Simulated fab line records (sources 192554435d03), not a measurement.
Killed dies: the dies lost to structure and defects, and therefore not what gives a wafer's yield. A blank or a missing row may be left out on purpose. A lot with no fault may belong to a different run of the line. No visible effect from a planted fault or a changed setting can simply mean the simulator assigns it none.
fab line records | flow n5Finfet
[record] lots = 5 wafers = 15 lastDay = 17
route steps=1938 shown GATE_CUT@465
lots untouched by any fault: they come from a run of this same line in which no faults occurred
startH: the number of hours between the record's first day and the start of the first shown wafer of the lot | waitH: hours since the lot's step before | " identical to the entry in the row above | L1.1+2: a row that stands for several wafers | - no value, or no start was given | * or withheld: withheld | < > ~ a bound
route shown NAME@n: NAME is a module with steps in the file, n the number in the route of the first one | usual: mean and standard deviation over wafers with no fault | same: alike in all rows | chamber/n: place in a boat | sites: per-site readings | _std_site: standard deviation across them | _edge_site: inner sites' mean taken away from outer sites' mean | radiusMm: for every site, how far away it sits from the centre of the wafer | mask NAME#n: copy n | behind: the last tool/chamber to shape the wafer | hold: what put the lot on hold/how long, in hours/how the hold closed | device: names the non-switching transistor (n, p or np) | end of line: the route-end tests of the same wafers | a step with no rows: only its recipe | killed: count of dies lost to structure and defects at first sort (not the wafer's yield) | map: per-die view of a wafer (x killed, . not killed, _ where there is no die)
set.NAME: setting as actually run; set.NAME@STEP: the setting as run at that earlier step | model.NAME: the simulator's own value behind a step, which no gauge read
lots at selected steps of the route; one table per step, one row per wafer
services: the hour from which a tool's chamber was out of use, counted from the record's first day as startH (under 0 if before that day), plus the number of hours and why
[[steps]]
[step N5_GATE_CUT_ETCHBACK_00]
[recipe] chemistry = SF6/Cl2 target = W pressureMtorr = 8 icpW = 900 biasW = 80 SF6_flow_sccm = 40 Cl2_flow_sccm = 60
[step N5_GATE_CUT_ETCH_56]
[recipe] chemistry = Cl2/Ar target = TiN targetDepthA = 216 pressureMtorr = 10 icpW = 600 biasW = 60 Cl2_flow_sccm = 40 Ar_flow_sccm = 60
[step N5_GATE_CUT_ETCHBACK_30]
[recipe] chemistry = Cl2/Ar target = TiN targetDepthA = 30 mode = isotropic pressureMtorr = 10 icpW = 600 biasW = 60 Cl2_flow_sccm = 40 Ar_flow_sccm = 60
[step N5_GATE_CUT_VAPOR_ETCH_60]
[recipe] chemistry = BCl3/Cl2 target = HfO2 mode = isotropic
[step N5_GATE_CUT_ETCH_58]
[recipe] chemistry = CH3F/O2 target = SiNx targetDepthA = 170 timeS = 128.6 ionEnergyEv = 50 pressureMtorr = 30 sourceW = 415 biasW = 21 Ar_flow_sccm = 150 CH3F_flow_sccm = 30 O2_flow_sccm = 20
[step N5_GATE_CUT_STRIP_59]
[recipe] chemistry = N2/H2 timeS = 20 powerW = 100 tempC = 40 pressureMtorr = 100 rfFrequencyHz = 6e+07 biasPowerW = 3 n2FlowSccm = 300 h2FlowSccm = 300
[usual] drypumpMotorCurrentA = 5.7/0.41 h2FlowSccm = 300.0/0.85 oesProductAu = 0.80/0.079 rfVppV = 45.2/0.83 showerheadPlenumPTorr = 3.37/0.13 throttleValvePct = 12.14/0.2
// columns lot.wafer tool chamber startH waitH drypumpMotorCurrentA h2FlowSccm oesProductAu rfHoursCounterH rfVppV showerheadPlenumPTorr throttleValvePct
L543.1 rieDiel-04 0 115.90 0.1 5.1 300.5 0.78 135 44.6 3.36 12.00
L543.4 " 3 " " 5.7 298.1 0.69 228 45.1 3.18 12.34
L543.5 " 0 " " 5.1 299.3 0.78 - 45.4 3.36 12.00
L549.1 rieDiel-05 2 155.70 0.1 5.3 300.0 0.81 101 46.4 3.43 12.36
L549.2 " 0 " " 5.9 299.7 0.99 1 46.0 3.46 12.02
L549.4 " 1 " " 6.1 300.1 0.80 100 45.7 3.26 12.15
L551.2 rieDiel-04 2 163.76 0.1 5.6 299.8 0.93 6 46.1 3.58 11.65
L551.3 " 1 " " 5.8 300.5 0.86 44 44.6 3.57 12.06
L551.6 " 2 " " 5.6 300.1 0.94 - 44.8 3.58 11.67
L558.2 rieDiel-05 0 205.28 0.1 5.9 299.8 0.93 17 45.9 3.45 12.06
L558.4 " 3 " " 6.2 301.8 0.72 231 46.4 3.46 12.41
L558.5 " 3 " " 6.2 301.1 0.72 - 46.8 3.47 12.44
L560.2 rieDiel-04 1 217.90 0.1 5.9 298.8 0.83 62 46.9 3.56 12.10
L560.3 " 2 " " 5.6 300.3 0.89 25 46.4 3.57 11.71
L560.5 " 1 " " 5.9 299.9 0.84 - 46.1 3.56 12.12
[step N5_GATE_CUT_PRECLEAN_31]
[recipe] tempC = 23 chemistry = DIW timeS = 300
[step N5_GATE_CUT_SRD_32]
[recipe] timeS = 30 tempC = 23 rinseLiquid = diw dry = ipaMarangoni
[step N5_GATE_CUT_SAC_CAP_01]
[recipe] material = SiNx targetThkA = 240 tempC = 400 aldPrecursorFamily = SiH2I2 aldCoReactant = N2/H2-plasma pulseTimeS = 1 aldCycles = 480 purgeTimeS = 2 coReactantPurgeTimeS = 2 pressureTorr = 2
[step N5_GATE_CUT_PECVD_57]
[recipe] material = SiNx targetThkA = 210 tempC = 400 precursor = SiH4/NH3/N2 pressureTorr = 1.5 rfW = 300
[step N5_GATE_CUT_CMP_02]
[recipe] stopOn = SiO2 tOverpolishS = 12.7 postCmpClean = alkalineBrush downForcePsi = 2.5 platenRpm = 51.8 padVelocityMS = 1.0307 targetThkNm = 0
[step N5_GATE_CUT_HM_DEP_46]
[recipe] material = SiO2 targetThkA = 1300 tempC = 400 precursor = TEOS/O2 pressureTorr = 6.5 rfW = 900 teosFlowSccm = 161.4 gas = O2 flowSccm = 2650 timeS = 26.6
[usual] chamberPressureTorr = 6.499/0.016 heaterPowerW = 471/78 showerheadPlenumPTorr = 8.35/0.042 throttleValvePct = 18.9/0.71
// columns lot.wafer tool chamber startH waitH chamberPressureTorr heaterPowerW showerheadPlenumPTorr throttleValvePct model.SiO2_of_GATE_CUT_HM_DEP_46.thkNm
L543.1 pecvd-04 2 120.32 0.0 6.495 470 8.31 18.8 132.6
L543.4 " 2 " " 6.488 476 8.31 19.1 132.8
L543.5 " 0 " " 6.487 530 8.29 19.0 132.4
L549.1 pecvd-02 2 158.51 0.0 6.492 638 8.40 18.9 129.4
L549.2 " 1 " " 6.519 533 8.32 19.7 129
L549.4 " 2 " " 6.498 638 8.41 19.3 132.2
L551.2 pecvd-03 0 166.69 0.0 6.498 303 8.36 20.1 129
L551.3 " 0 " " 6.489 316 8.34 20.0 129.4
L551.6 " 1 " " 6.511 444 8.35 19.2 132
L558.2 pecvd-03 0 208.10 0.0 6.504 344 8.34 20.2 129.8
L558.4 " 1 " " 6.495 385 8.38 19.2 131.6
L558.5 " 2 " " 6.510 500 8.35 17.9 129.6
L560.2 pecvd-04 2 220.73 0.0 6.507 451 8.30 19.2 130.4
L560.3 " 0 " " 6.481 545 8.30 18.8 132.2
L560.5 " 1 " " 6.500 468 8.42 18.5 131
[step N5_GATE_CUT_COAT_34]
[recipe] resist = SOC tempC = 250 timeS = 60 spinRpm = 1500 resistThkNm = 60
[step N5_GATE_CUT_COAT_35]
[recipe] resist = SiARC tempC = 220 timeS = 60 spinRpm = 1500 resistThkNm = 10
[step N5_GATE_CUT_COAT_27]
[recipe] resist = underlayer tempC = 205 timeS = 60 spinRpm = 1500 resistThkNm = 10
[step N5_GATE_CUT_COAT_07]
[recipe] resist = CAR-EUV spinRpm = 1500 resistThkNm = 30
[step N5_GATE_CUT_EBR_09]
[recipe] solvent = PGMEA ebrWidthMm = 1.5
[step N5_GATE_CUT_SOFTBAKE_08]
[recipe] tempC = 110 timeS = 60 resist = CAR-EUV
[step N5_GATE_CUT_EXPOSE_10]
[recipe] maskId = GATE_CUT na = 0.33 sourceShape = annular sigmaInner = 0.35 sigmaOuter = 0.8 polarization = unpolarized targetCdNm = 20 doseMj = 43.25
[step N5_GATE_CUT_PEB_11]
[recipe] pebTempC = 100 pebTimeS = 60 resist = CAR-EUV
[step N5_GATE_CUT_DEVELOP_12]
[recipe] developTimeS = 30 developer = TMAH resist = CAR-EUV rinseLiquid = surfactantRinse dry = airSpin devTempC = 23
[step N5_GATE_CUT_CD_MEAS_13]
[recipe] targetCdNm = 20 landingEnergyEv = 500 detector = seInlens
[usual] cdNm = 20.04/0.27
// columns lot.wafer tool chamber startH waitH cdNm
L543.1 cdSem-01 0 120.66 - 19.77
L543.4 " 0 " " 20.32
L543.5 " 0 " " 20.07
L549.1 cdSem-02 0 158.99 - 20.09
L549.2 " 0 " " 20.19
L549.4 " 0 " " 20.04
L551.2 cdSem-01 0 167.05 - 20.25
L551.3 " 0 " " 19.76
L551.6 " 0 " " 20.66
L558.2 cdSem-03 0 208.56 - 19.81
L558.4 " 0 " " 20.15
L558.5 " 0 " " 20.02
L560.2 cdSem-03 0 221.19 - 19.51
L560.3 " 0 " " 19.91
L560.5 " 0 " " 19.64
[step N5_GATE_CUT_OVL_MEAS_14]
[recipe] pointsPerWafer = 522
[usual] GATE_CUT_OVL = 0.3/0.9
[same] pointsPerWafer = 522
// columns lot.wafer tool chamber startH waitH GATE_CUT_OVL[nm]
L543.1 overlay-01 0 120.69 0.0 -0.9
L543.4 " 0 " " -0.4
L543.5 " 0 " " 0.1
L549.1 overlay-02 0 159.02 0.0 1.2
L549.2 " 0 " " 1.7
L549.4 " 0 " " 0.7
L551.2 overlay-01 0 167.08 0.0 -0.7
L551.3 " 0 " " 0.8
L551.6 " 0 " " -1.8
L558.2 overlay-01 0 208.59 0.0 0.4
L558.4 " 0 " " 0.3
L558.5 " 0 " " 0.0
L560.2 overlay-02 0 221.22 0.0 0.7
L560.3 " 0 " " 1.3
L560.5 " 0 " " 0.0
[step N5_GATE_CUT_INSPECT_15]
[recipe] mode = adi inspectInstrument = brightfield
[usual] rawDefectCount = 127/45
// columns lot.wafer tool chamber startH waitH rawDefectCount
L543.1 defectInspect-01 - 120.74 0.1 154
L543.4 " - " " 98
L543.5 " - " " 127
L549.1 defectInspect-01 - 159.08 0.1 158
L549.2 " - " " 149
L549.4 " - " " 188
L551.2 defectInspect-01 - 167.14 0.0 154
L551.3 " - " " 131
L551.6 " - " " 187
L558.2 defectInspect-02 - 208.65 0.0 164
L558.4 " - " " 161
L558.5 " - " " 136
L560.2 defectInspect-02 - 221.28 0.0 101
L560.3 " - " " 140
L560.5 " - " " 102
[step N5_GATE_CUT_DESCUM_18]
[recipe] chemistry = O2 timeS = 7 sourcePowerW = 50 biasPowerW = 20 pressureMtorr = 20 rfFrequencyHz = 2.712e+07 tempC = 40 resist = CAR-EUV o2FlowSccm = 225
[usual] drypumpMotorCurrentA = 5.7/0.38 oesProductAu = 0.79/0.08 rfVppV = 243.3/1.6 showerheadPlenumPTorr = 2.10/0.079 throttleValvePct = 20.44/0.18
// columns lot.wafer tool chamber startH waitH drypumpMotorCurrentA oesProductAu rfHoursCounterH rfVppV showerheadPlenumPTorr throttleValvePct
L543.1 rieDiel-05 3 121.26 0.5 6.2 0.74 203 243.9 2.15 20.31
L543.4 " 0 " " 5.9 0.69 249 243.4 2.16 20.77
L543.5 " 0 " " 5.9 0.69 - 244.2 2.16 20.76
L549.1 rieDiel-04 3 159.28 0.2 5.7 0.69 244 240.7 1.99 20.66
L549.2 " 2 " " 5.6 0.95 4 246.6 2.23 20.03
L549.4 " 0 " " 5.1 0.77 151 243.6 2.09 20.32
L551.2 rieDiel-05 3 167.17 0.0 6.2 0.72 220 243.1 2.14 20.33
L551.3 " 0 " " 5.9 0.97 5 245.7 2.16 20.43
L551.6 " 0 " " 5.9 0.98 - 245.7 2.16 20.45
L558.2 rieDiel-05 3 208.68 0.0 6.2 0.72 232 244.1 2.14 20.35
L558.4 " 0 " " 5.9 0.93 18 244.1 2.15 20.46
L558.5 " 1 " " 6.1 0.78 - 244.1 2.03 20.56
L560.2 rieDiel-05 0 221.31 0.0 5.9 0.92 22 244.0 2.15 20.48
L560.3 " 2 " " 5.3 0.78 120 244.1 2.11 20.65
L560.5 " 3 " " 6.1 0.71 - 244.5 2.13 20.36
[step N5_GATE_CUT_ETCH_28]
[recipe] chemistry = N2/H2 target = underlayer targetDepthA = 130 maskMaterial = CAR-EUV timeS = 10.4 ionEnergyEv = 200 pressureMtorr = 30 sourceW = 840 biasW = 150 n2FlowSccm = 200 h2FlowSccm = 200 ends = cleared
[step N5_GATE_CUT_ETCH_36]
[recipe] chemistry = CF4 target = SiARC targetDepthA = 130 maskMaterial = CAR-EUV timeS = 21.7 ionEnergyEv = 80 pressureMtorr = 40 sourceW = 545 biasW = 36 Ar_flow_sccm = 100 cf4FlowSccm = 100 ends = cleared
[usual] biasW = 36.01/0.11 drypumpMotorCurrentA = 5.7/0.39 etchRfOnTimeS = 21.6/0.6 oesProductAu = 0.67/0.067 rfVppV = 184.2/1.3 showerheadPlenumPTorr = 2.15/0.079 throttleValvePct = 15.63/0.15
// columns lot.wafer tool chamber startH waitH biasW drypumpMotorCurrentA etchRfOnTimeS oesProductAu rfHoursCounterH rfVppV showerheadPlenumPTorr throttleValvePct
L543.1 rieDiel-05 3 121.32 0.0 35.96 6.2 21.2 0.63 203 185.1 2.21 15.69
L543.4 " 0 " " 36.21 5.9 23.1 0.57 249 185.5 2.19 15.92
L543.5 " 0 " " 36.06 5.9 23.1 0.57 - 185.3 2.20 15.93
L549.1 rieDiel-04 3 159.33 0.0 36.14 5.7 22.0 0.58 244 183.4 2.03 15.77
L549.2 " 2 " " 36.03 5.6 21.6 0.79 4 187.8 2.29 15.25
L549.4 " 0 " " 35.94 5.1 20.8 0.66 151 182.3 2.14 15.53
L551.2 rieDiel-05 3 167.22 0.0 35.87 6.2 21.4 0.62 220 185.1 2.20 15.73
L551.3 " 0 " " 36.00 5.9 22.7 0.80 5 185.1 2.19 15.46
L551.6 " 0 " " 35.94 5.9 22.7 0.80 - 183.8 2.19 15.46
L558.2 rieDiel-05 3 208.73 0.0 35.87 6.2 21.2 0.61 232 185.7 2.20 15.75
L558.4 " 0 " " 35.80 5.9 22.6 0.76 18 185.7 2.19 15.48
L558.5 " 1 " " 35.89 6.1 21.4 0.67 - 183.3 2.08 15.72
L560.2 rieDiel-05 0 221.36 0.0 35.95 5.9 22.8 0.76 22 184.0 2.19 15.49
L560.3 " 2 " " 36.11 5.3 21.6 0.66 120 185.7 2.15 15.76
L560.5 " 3 " " 36.01 6.2 21.1 0.61 - 183.7 2.20 15.74
[step N5_GATE_CUT_ETCH_37]
[recipe] chemistry = N2/H2 target = SOC targetDepthA = 600 overetchA = 120 maskMaterial = SiARC tempC = 40 timeS = 90 ionEnergyEv = 200 pressureMtorr = 30 sourceW = 840 biasW = 150 n2FlowSccm = 200 h2FlowSccm = 200
[step N5_GATE_CUT_STRIP_38]
[recipe] chemistry = N2/H2 tempC = 40 n2FlowSccm = 200 h2FlowSccm = 200 rfFrequencyHz = 6e+07
[step N5_GATE_CUT_STRIP_39]
[recipe] chemistry = N2/H2 tempC = 40 n2FlowSccm = 200 h2FlowSccm = 200 rfFrequencyHz = 6e+07
[step N5_GATE_CUT_HM_OPEN_40]
[recipe] chemistry = C4F6/O2 target = SiO2 maskMaterial = SiARC targetDepthA = 1390 timeS = 85.1 ionEnergyEv = 250 pressureMtorr = 30 sourceW = 345 biasW = 185 Ar_flow_sccm = 300 C4F6_flow_sccm = 10 O2_flow_sccm = 10 ends = cleared
[usual] biasW = 185.0/0.53 drypumpMotorCurrentA = 5.7/0.39 etchRfOnTimeS = 93.4/2 oes_o_777_au = 0.79/0.078 oesProductAu = 0.71/0.071 rfVppV = 663/14 showerheadPlenumPTorr = 2.85/0.1 throttleValvePct = 20.94/0.14
// columns lot.wafer tool chamber startH waitH biasW drypumpMotorCurrentA etchRfOnTimeS oes_o_777_au oesProductAu rfHoursCounterH rfVppV showerheadPlenumPTorr throttleValvePct model.etch.depthNm model.SOC_of_GATE_CUT_COAT_34.thkNm
L543.1 rieDiel-05 3 121.43 0.0 185.2 6.2 95.1 0.75 0.66 203 643 2.91 20.82 132.7 32.4
L543.4 " 0 " " 185.5 5.9 99.6 0.66 0.60 249 677 2.91 21.14 132.8 32
L543.5 " 0 " " 185.8 5.9 98.4 0.66 0.61 - 678 2.91 21.16 132.3 32.2
L549.1 rieDiel-04 3 159.44 0.0 185.2 5.7 92.9 0.69 0.62 244 660 2.69 21.04 129.4 32.4
L549.2 " 2 " " 185.0 5.6 91.3 0.91 0.85 5 681 3.03 20.59 128.9 32.8
L549.4 " 0 " " 185.2 5.1 93.9 0.78 0.69 151 649 2.85 20.89 132.3 32.2
L551.2 rieDiel-05 3 167.33 0.0 185.2 6.2 93.3 0.74 0.65 220 644 2.91 20.85 129 33
L551.3 " 0 " " 185.1 5.9 95.1 0.93 0.86 6 677 2.91 20.81 129.4 32.6
L551.6 " 0 " " 184.7 5.9 97.4 0.92 0.86 - 677 2.91 20.81 132.1 32
L558.2 rieDiel-05 3 208.84 0.0 185.2 6.2 92.6 0.74 0.64 232 644 2.90 20.87 129.8 33
L558.4 " 0 " " 185.1 6.0 96.0 0.89 0.82 18 678 2.90 20.82 131.5 32.2
L558.5 " 1 " " 184.5 6.1 92.7 0.79 0.71 - 660 2.77 21.13 129.7 32.6
L560.2 rieDiel-05 0 221.47 0.0 184.6 5.9 96.4 0.88 0.81 22 678 2.90 20.83 130.4 32.8
L560.3 " 2 " " 185.9 5.3 94.0 0.78 0.71 120 689 2.85 21.09 132.2 32
L560.5 " 3 " " 185.0 6.2 94.3 0.73 0.64 - 644 2.90 20.86 131.1 32.6
[step N5_GATE_CUT_STRIP_41]
[recipe] chemistry = CF4 resist = SiARC powerW = 300 biasPowerW = 75 pressureMtorr = 50 cf4FlowSccm = 150 rfFrequencyHz = 6e+07
[step N5_GATE_CUT_STRIP_42]
[recipe] chemistry = O2 powerW = 400 tempC = 40 pressureMtorr = 30 rfFrequencyHz = 6e+07 biasPowerW = 0 overashFraction = 0.3 o2FlowSccm = 225
[usual] drypumpMotorCurrentA = 5.7/0.39 oesProductAu = 0.79/0.08 rfVppV = 3.6/0.51 showerheadPlenumPTorr = 2.10/0.079 throttleValvePct = 16.68/0.17
// columns lot.wafer tool chamber startH waitH drypumpMotorCurrentA oesProductAu rfHoursCounterH rfVppV showerheadPlenumPTorr throttleValvePct
L543.1 rieDiel-05 3 121.51 0.0 6.2 0.73 203 3.4 2.15 16.62
L543.4 " 0 " " 5.9 0.69 249 3.5 2.16 17.04
L543.5 " 0 " " 5.9 0.68 - 4.1 2.16 17.01
L549.1 rieDiel-04 3 159.53 0.0 5.7 0.69 244 4.0 1.99 16.94
L549.2 " 2 " " 5.6 0.96 5 3.9 2.23 16.28
L549.4 " 0 " " 5.1 0.78 151 4.4 2.09 16.58
L551.2 rieDiel-05 3 167.42 0.0 6.3 0.73 220 4.0 2.14 16.67
L551.3 " 0 " " 5.9 0.97 6 2.3 2.16 16.59
L551.6 " 0 " " 5.9 0.98 - 3.1 2.16 16.59
L558.2 rieDiel-05 3 208.93 0.0 6.2 0.71 232 3.1 2.14 16.68
L558.4 " 0 " " 5.9 0.93 18 3.5 2.16 16.61
L558.5 " 1 " " 6.1 0.78 - 3.7 2.03 16.77
L560.2 rieDiel-05 0 221.55 0.0 5.9 0.92 22 3.6 2.16 16.63
L560.3 " 2 " " 5.3 0.79 121 2.3 2.11 16.89
L560.5 " 3 " " 6.2 0.71 - 3.0 2.14 16.70
[step N5_GATE_CUT_ETCH_19]
[recipe] chemistry = CH3F/O2 target = SiNx maskMaterial = SiO2 targetDepthA = 537 timeS = 76.7 pressureMtorr = 30 sourceW = 395 biasW = 73 Ar_flow_sccm = 150 CH3F_flow_sccm = 30 O2_flow_sccm = 20 ionEnergyEv = 120 ends = cleared
[step N5_GATE_CUT_CUT_ETCH_53]
[recipe] chemistry = SF6/Cl2 target = W maskMaterial = SiO2 targetDepthA = 792 pressureMtorr = 8 icpW = 900 biasW = 80 SF6_flow_sccm = 40 Cl2_flow_sccm = 60 ends = cleared
[step N5_GATE_CUT_CUT_ETCH_54]
[recipe] chemistry = Cl2/BCl3 target = TiN maskMaterial = SiO2 targetDepthA = 967 pressureMtorr = 10 icpW = 1000 biasW = 126 Cl2_flow_sccm = 53.25 bcl3FlowSccm = 21.75 Ar_flow_sccm = 25 ends = cleared
[step N5_GATE_CUT_CUT_ETCH_55]
[recipe] chemistry = BCl3 target = HfO2 maskMaterial = SiO2 targetDepthA = 32 ionEnergyEv = 30 pressureMtorr = 5 icpW = 450 biasW = 18 bcl3FlowSccm = 80
[step N5_GATE_CUT_ETCH_47]
[recipe] chemistry = Cl2/BCl3 target = SiO2 targetDepthA = 100 pressureMtorr = 10 icpW = 1000 biasW = 126 Cl2_flow_sccm = 53.25 bcl3FlowSccm = 21.75 Ar_flow_sccm = 25
[step N5_GATE_CUT_VAPOR_ETCH_48]
[recipe] chemistry = BCl3/Cl2 target = TiN mode = isotropic
[step N5_GATE_CUT_VAPOR_ETCH_49]
[recipe] chemistry = BCl3/Cl2 target = TiAlC mode = isotropic
[step N5_GATE_CUT_VAPOR_ETCH_51]
[recipe] chemistry = BCl3/Cl2 target = HfO2 mode = isotropic
[usual] drypumpMotorCurrentA = 5.8/0.33 heBacksideLeakSccm = 3.5/0.43 oesProductAu = 0.74/0.14
// columns lot.wafer tool chamber startH waitH drypumpMotorCurrentA heBacksideLeakSccm oesProductAu
L543.1 rieMetal-02 0 122.14 0.1 5.9 3.3 0.96
L543.4 " 0 " " 5.8 3.2 0.95
L543.5 " 0 " " 5.9 3.3 0.96
L549.1 rieMetal-02 0 159.91 0.0 5.9 3.5 0.94
L549.2 " 1 " " 5.5 3.3 0.61
L549.4 " 1 " " 5.5 3.5 0.61
L551.2 rieMetal-02 1 167.80 0.0 5.5 3.3 0.61
L551.3 " 0 " " 5.9 3.4 0.93
L551.6 " 0 " " 5.8 3.4 0.92
L558.2 rieMetal-02 0 209.56 0.1 5.9 3.5 0.90
L558.4 " 0 " " 5.9 3.6 0.90
L558.5 " 0 " " 5.9 3.5 0.90
L560.2 rieMetal-01 1 222.19 0.1 5.6 3.4 0.93
L560.3 " 1 " " 5.6 3.3 0.94
L560.5 " 1 " " 5.6 3.3 0.93
[step N5_GATE_CUT_CMP_23]
[recipe] stopOn = SiO2 tOverpolishS = 23.4 postCmpClean = alkalineBrush downForcePsi = 2.5 platenRpm = 51.8 padVelocityMS = 1.0307 targetThkNm = 16
[usual] motorCurrentA = 8.7/0.7 overpolishRunS = 23.400/0.0094 padLifeWafers = 982/630 slurryFlowMlMin = 150.0/0.46 timeToEndpointS = 20.5/2.8
// columns lot.wafer tool chamber startH waitH motorCurrentA overpolishRunS padLifeWafers slurryFlowMlMin timeToEndpointS model.SiO2_of_GATE_CUT_HM_DEP_46.thkNm
L543.4 cmp-01 3 123.90 0.8 9.1 23.388 391 151.0 22.7 107.2
L543.1 " 0 " " 7.6 23.400 392 150.4 19.3 107.2
L543.5 " 3 " " 8.3 23.399 - 150.5 23.5 106.8
L549.1 cmp-01 2 161.61 0.8 9.7 23.409 714 150.2 19.2 103.8
L549.2 " 0 " " 8.2 23.417 716 150.2 18.6 103.2
L549.4 " 1 " " 9.0 23.421 717 150.5 22.7 106.6
L551.3 cmp-04 3 169.57 0.8 7.5 23.417 1652 150.2 16.6 103.8
L551.2 " 0 " " 8.6 23.409 1653 149.9 19.9 103.4
L551.6 " 2 " " 8.7 23.399 - 150.4 18.7 106.4
L558.4 cmp-02 2 211.31 0.8 9.3 23.405 511 150.1 24.2 106
L558.2 " 3 " " 8.1 23.394 512 150.0 20.8 104.2
L558.5 " 2 " " 9.8 23.415 - 149.6 23.6 104
L560.2 cmp-01 3 223.98 0.8 8.9 23.409 1220 149.5 24.9 104.4
L560.3 " 0 " " 8.4 23.385 1221 150.1 18.4 106.2
L560.5 " 1 " " 8.5 23.403 - 149.8 20.4 105.2
[[services]]
// columns tool chamber startH hours kind
pecvd-02 - 101.13 0.5 repair
pecvd-02 - 103.94 2.8 pm
rieMetal-02 1 118.02 13.9 repair
rieDiel-04 2 120.94 - clean
rieDiel-04 2 120.94 - consumableReplace:focusRing
rieDiel-04 2 120.94 - consumableReplace:showerhead
rieDiel-04 2 120.94 23.6 scheduledDown
rieDiel-05 0 123.19 - clean
rieDiel-05 0 123.19 - consumableReplace:focusRing
rieDiel-05 0 123.19 28.3 scheduledDown
rieDiel-05 0 123.19 28.3 ventCycle
rieDiel-05 1 126.84 5.4 repair
cmp-02 - 128.26 1.0 repair
cmp-02 - 135.48 4.0 pm
cmp-02 - 156.69 0.8 repair
pecvd-03 2 164.67 13.1 repair
cmp-04 - 167.18 0.8 repair
rieMetal-01 - 179.17 2.1 repair
pecvd-04 - 189.42 0.3 repair
cmp-04 - 194.39 0.8 repair
rieDiel-04 0 202.29 6.5 repair
rieDiel-05 2 205.97 1.6 repair
pecvd-03 2 210.24 18.6 repair
rieDiel-05 - 216.89 0.8 repair
[[key]]
firstSign none at tools or gauges
[modelEffect] step = N5_GATE_CUT_HM_DEP_46 value = SiO2_of_GATE_CUT_HM_DEP_46.thkNm without = 128.6 struck = 132.6
[modelEffect] step = N5_GATE_CUT_HM_OPEN_40 value = etch.depthNm without = 128.6 struck = 132.7
[modelEffect] step = N5_GATE_CUT_CMP_23 value = SiO2_of_GATE_CUT_HM_DEP_46.thkNm without = 103.2 struck = 107.2
metAt N5_GATE_CUT_HM_DEP_46
struckWafers L543.1
testerLeftOut L543
[fault] kind = processParameterDrift tool = pecvd-04 chamber = - onsetH = 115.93 steps = N5_GATE_CUT_HM_DEP_46 channel = timeS offset = * shape = step endH = 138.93 scope = struckWafersOnly actsIn = * stated = *
// testerLeftOut: of these lots the tester's yield and bins aren't shown, on N5 and GAA mostly nor the transistor test; their killed dies are dies lost to structure and defects alone, not to doping, threshold or leakage, so they don't give the yield
